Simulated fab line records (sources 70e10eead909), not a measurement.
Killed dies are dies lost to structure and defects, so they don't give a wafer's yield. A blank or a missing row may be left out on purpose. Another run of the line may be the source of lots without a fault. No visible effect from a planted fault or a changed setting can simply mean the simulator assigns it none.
Struck lot and sound lot, side by side -- flow nandHarc -- 35 steps out of a route of 1159
Sound: these wafers, L148.1, L148.2, L148.6. Struck: wafer L165.1. The cause comes at the end.
At each step with rows: each side's tool, then ch and its chambers, then its first start. Under that, the readings that differ: sound wafers -- struck wafers -- difference of the means -- sigmas: that difference in standard deviations of wafers without a fault.
alike: words and numbers the same on both sides, and readings whose means are apart by under 2 such deviations; not compared: readings that were withheld, readings missing a value for some wafer, numbers with overlapping values and no deviation given by the record, and bounds like >300 which may hide the same value.
The two part at a step that has a row with sigmas, a row that says differs or no value, or rows on one side only. When numbers do not overlap yet have no deviation, they are printed without sigmas and do not part them. A reading missing from all wafers of one side parts the sides only when that side holds two or more wafers.

first, 3 steps without rows for these wafers: NHARC_A_WL_FILL_PRECLEAN_06 (cleans in DIW, time 300 s); NHARC_A_WL_FILL_SRD_07; NHARC_A_WL_FILL_ANNEAL_08 (time 1800 s).
NHARC_A_WL_FILL_ALD_10: deposits SiO2, target thk 50 nm, pulse time 10 s, ald cycles 500.
  sound on aldHk-02 ch 0,2, day 15 09:25; struck on aldHk-01 ch 1, day 19 08:39
  alike: heaterPowerW, precursorPulseHeightRel
then, 7 steps without rows for these wafers: NHARC_A_WL_FILL_ETCHBACK_16 (etches the open film in C4F8/O2/Ar, target depth 88 nm, time 17.6 s); NHARC_A_WL_FILL_STRIP_29 (strips in O2, time 20 s); NHARC_A_WL_FILL_ETCHBACK_17 (etches the open film in Cl2/BCl3, target depth 4 nm, time 26.7 s); NHARC_A_WL_FILL_PRECLEAN_18 (cleans in dHF, time 30 s); NHARC_A_WL_FILL_SRD_21; NHARC_A_WL_FILL_CVD_23 (deposits poly-Si, target thk 40 nm, time 800 s); NHARC_A_WL_FILL_ETCHBACK_26 (etches the open film in HBr, target depth 52 nm, time 13.3 s).
NHARC_A_WL_FILL_PRECLEAN_30: cleans in dHF, time 10 s.
  sound on wetBench-03 ch 0,5,7, day 15 19:17; struck on wetBench-06 ch 5, day 19 17:19
following that, these wafers have no rows for 1 step: NHARC_A_WL_FILL_SRD_14.
NHARC_A_WL_FILL_ALD_19: deposits TiN, target thk 2 nm, pulse time 3 s, ald cycles 100.
  sound on aldMetal-01 ch 1,2,3, day 15 19:26; struck on aldMetal-03 ch 3, day 19 17:28
  alike: heaterPowerW, precursorPulseHeightRel
then, 1 step without rows for these wafers: NHARC_A_WL_FILL_CVD_20 (deposits W, target thk 75 nm, time 5064 s).
NHARC_A_WL_FILL_CMP_12: polishes, t overpolish 30 s, target thk 75 nm.
  sound on cmp-01 ch 1,2, day 16 02:33; struck on cmp-01 ch 3, day 19 22:35
  alike: motorCurrentA, overpolishRunS, timeToEndpointS
following that, these wafers have no rows for 1 step: NHARC_A_WL_FILL_SRD_31.
NHARC_A_CONTACT_DEP_24: deposits SiO2, target thk 500 nm.
  sound on pecvd-03 ch 0,1, day 16 03:10; struck on pecvd-04 ch 0, day 19 23:15
  alike: chamberPressureTorr, heaterPowerW, rfFwdPowerW, throttleValvePct
then, 12 steps without rows for these wafers: NHARC_A_CONTACT_DEP_28 (deposits aC, target thk 3600 nm); NHARC_A_CONTACT_DEP_29 (deposits SiON, target thk 70 nm); NHARC_A_CONTACT_DEHYDRATE_32 (time 120 s); NHARC_A_CONTACT_HMDS_33 (time 30 s); NHARC_A_CONTACT_COAT_34 (time 75 s); NHARC_A_CONTACT_COAT_35 (time 65 s); NHARC_A_CONTACT_COAT_36 (resist thk 90 nm); NHARC_A_CONTACT_SOFTBAKE_37 (time 55 s); NHARC_A_CONTACT_EBR_38; NHARC_A_CONTACT_EXPOSE_39 (exposes mask A CC 3); NHARC_A_CONTACT_PEB_40 (peb time 65 s); NHARC_A_CONTACT_DEVELOP_41 (develop time 35 s).
NHARC_A_CONTACT_CD_MEAS_42 targets a cd of 200 nm.
  sound on cdSem-01 ch 0, day 16 07:04; struck on cdSem-01 ch 0, day 20 02:40
  alike: cdNm
NHARC_A_CONTACT_OVL_MEAS_43:
  sound: overlay-01 at day 16 07:09; struck: overlay-02 at day 20 02:44
reading,sound,struck,difference,sigmas
overlayXNm (nm),0.0 -1.0 -0.5,2.1,+2.6,+3
overlayYNm (nm),-1.6 -1.7 -1.7,1.6,+3.3,+4
NHARC_A_CONTACT_DESCUM_47: chemistry O2, time 3 s.
  sound on rieDiel-06 ch 0,2, day 16 07:15; struck on rieDiel-08 ch 2, day 20 04:22
reading,sound,struck,difference,sigmas
hold,- - -,awaitDispo/1.3h/release,no value on the sound wafers,
showerheadPlenumPTorr (Torr),1.77 1.79 1.77,2.02,+0.24,+3
  alike: drypumpMotorCurrentA, oesProductAu, rfVppV, throttleValvePct
  not compared: rfHoursCounterH
NHARC_A_CONTACT_ETCH_48: etches the open film in CF4, target depth 39 nm, time 65 s.
  sound on rieDiel-06 ch 0,3, day 16 07:31; struck on rieDiel-08 ch 1, day 20 04:26
reading,sound,struck,difference,sigmas
rfFwdPowerW (W),295.7 296.9 295.8,299.6,+3.5,+3
  alike: drypumpMotorCurrentA, oesProductAu, rfVppV, showerheadPlenumPTorr, throttleValvePct
  not compared: rfHoursCounterH
-- break in the record here, with 3 days between the starts of the struck wafers on either side (left off in module A_CONTACT, picked up again in module END, where the first step shown is number 1159 on the route) --
NHARC_END_SORT_01:
  here the record holds rows for the struck wafers (prober-01 ch 0, day 23 11:23) but none for the sound ones

WHERE THEY PART
Last at NHARC_END_SORT_01 as far as this record goes, first at NHARC_A_CONTACT_OVL_MEAS_43.

WHY: the cause the simulator had injected
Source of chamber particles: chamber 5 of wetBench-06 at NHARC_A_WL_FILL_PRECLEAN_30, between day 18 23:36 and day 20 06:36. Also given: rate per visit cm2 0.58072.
